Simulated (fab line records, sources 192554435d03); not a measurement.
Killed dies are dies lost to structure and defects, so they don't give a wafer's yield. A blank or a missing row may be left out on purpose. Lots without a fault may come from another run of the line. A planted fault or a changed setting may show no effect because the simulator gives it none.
Which tool did it? | flow n5_finfet | 24 lots, 72 wafers sampled, at 2 steps of a route of 1938

WHAT THE GAUGES READ, wafer by wafer
N5_BEOL_M3_CD_MEAS_28: target cd 25.7 nm, target cd y 23.3 nm. Usual: cd_nm 25.74 nm, standard deviation 0.24.
lot  | measured     | on        | cd_nm (nm)        | flag
L074 | day 7 09:58  | cd_sem-03 | 25.80 25.15 25.50 |
L075 | day 7 12:50  | cd_sem-02 | 25.50 25.76 26.02 |
L076 | day 7 14:10  | cd_sem-03 | 25.99 25.67 25.53 |
L077 | day 8 07:11  | cd_sem-01 | 25.72 25.92 25.93 |
L078 | day 8 07:52  | cd_sem-03 | 25.85 25.97 25.56 |
L079 | day 8 11:19  | cd_sem-02 | 25.61 25.66 25.59 |
L080 | day 8 18:28  | cd_sem-01 | 25.89 25.45 25.54 |
L081 | day 9 11:22  | cd_sem-02 | 25.38 25.72 25.96 |
L082 | day 9 19:44  | cd_sem-03 | 25.70 25.73 25.97 |
L083 | day 10 01:12 | cd_sem-02 | 25.69 26.17 25.52 |
L084 | day 10 03:58 | cd_sem-02 | 26.35 25.64 25.78 |
L086 | day 10 04:01 | cd_sem-03 | 25.63 25.96 26.05 |
L085 | day 10 11:52 | cd_sem-03 | 26.05 25.49 25.82 |
L088 | day 11 00:26 | cd_sem-02 | 26.08 25.69 25.78 |
L087 | day 11 00:37 | cd_sem-03 | 25.51 25.34 25.31 |
L090 | day 11 02:47 | cd_sem-03 | 25.98 25.67 25.81 |
L089 | day 11 04:27 | cd_sem-03 | 25.91 25.74 25.83 |
L091 | day 12 05:04 | cd_sem-02 | 25.48 25.64 25.39 |
L092 | day 12 07:54 | cd_sem-03 | 25.58 26.04 25.58 |
L093 | day 12 08:32 | cd_sem-03 | 25.86 25.83 25.31 |
L094 | day 12 11:22 | cd_sem-02 | 25.38 25.91 25.44 |
L095 | day 12 14:43 | cd_sem-02 | 25.72 26.23 25.35 |
L096 | day 12 23:33 | cd_sem-02 | 25.73 25.67 25.20 |
L097 | day 13 14:30 | cd_sem-01 | 25.92 25.67 25.62 |

N5_BEOL_M3_INSPECT_30: inspects for defects (brightfield). Usual: raw_defect_count 396, standard deviation 77.
lot  | measured     | on                | raw_defect_count | flag
L074 | day 7 10:02  | defect_inspect-01 | 381 424 397      |
L075 | day 7 12:56  | defect_inspect-01 | 535 375 510      |
L076 | day 7 14:15  | defect_inspect-01 | 382 475 523      |
L077 | day 8 07:16  | defect_inspect-01 | 469 482 466      |
L078 | day 8 07:58  | defect_inspect-02 | 355 409 363      |
L079 | day 8 11:24  | defect_inspect-02 | 464 288 446      |
L080 | day 8 18:32  | defect_inspect-01 | 394 380 405      |
L081 | day 9 11:27  | defect_inspect-01 | 412 419 496      |
L082 | day 9 19:49  | defect_inspect-01 | 442 407 421      |
L083 | day 10 01:17 | defect_inspect-01 | 434 384 378      |
L084 | day 10 04:03 | defect_inspect-01 | 218 334 184      |
L086 | day 10 04:07 | defect_inspect-02 | 403 314 316      |
L085 | day 10 11:58 | defect_inspect-01 | 312 386 323      |
L088 | day 11 00:31 | defect_inspect-01 | 444 422 476      |
L087 | day 11 00:42 | defect_inspect-01 | 527 317 457      |
L090 | day 11 02:52 | defect_inspect-02 | 479 415 405      |
L089 | day 11 04:32 | defect_inspect-02 | 417 301 329      |
L091 | day 12 05:09 | defect_inspect-01 | 446 322 437      |
L092 | day 12 07:59 | defect_inspect-01 | 483 544 546      |
L093 | day 12 08:38 | defect_inspect-01 | 524 483 510      |
L094 | day 12 11:27 | defect_inspect-02 | 330 377 359      |
L095 | day 12 14:47 | defect_inspect-02 | 402 375 579      |
L096 | day 12 23:38 | defect_inspect-01 | 391 397 432      |
L097 | day 13 14:35 | defect_inspect-02 | 413 291 440      |

WHICH TOOL RAN EACH LOT (tool, then ch and the chambers of the sampled wafers, then the start)
The record holds no process step before these readings.

WHAT THE TOOLS THEMSELVES READ (means of the sampled wafers that have a number; where no wafer has one, the mark that the record gives instead)
The record holds no such reading with a usual standard deviation.

THE ANSWER, worked out from the rows above alone
Rule: a lot is off if the mean of its wafers that have a number lies more than 3 standard deviations from the usual mean. A lot without any number at a reading at which 4 lots or more have one is off too. The other lots that the step has rows for count as sound. The gauges are gone through in route order, then the tools' own readings, and for those a lot's mean is taken as printed above. The first step at which some lot is off is used, and at that step the reading that is off furthest; a lot without a number counts as furthest.
No lot is off at any reading shown: from this, nothing can be told.

WHAT THE SIMULATOR HAD PUT IN
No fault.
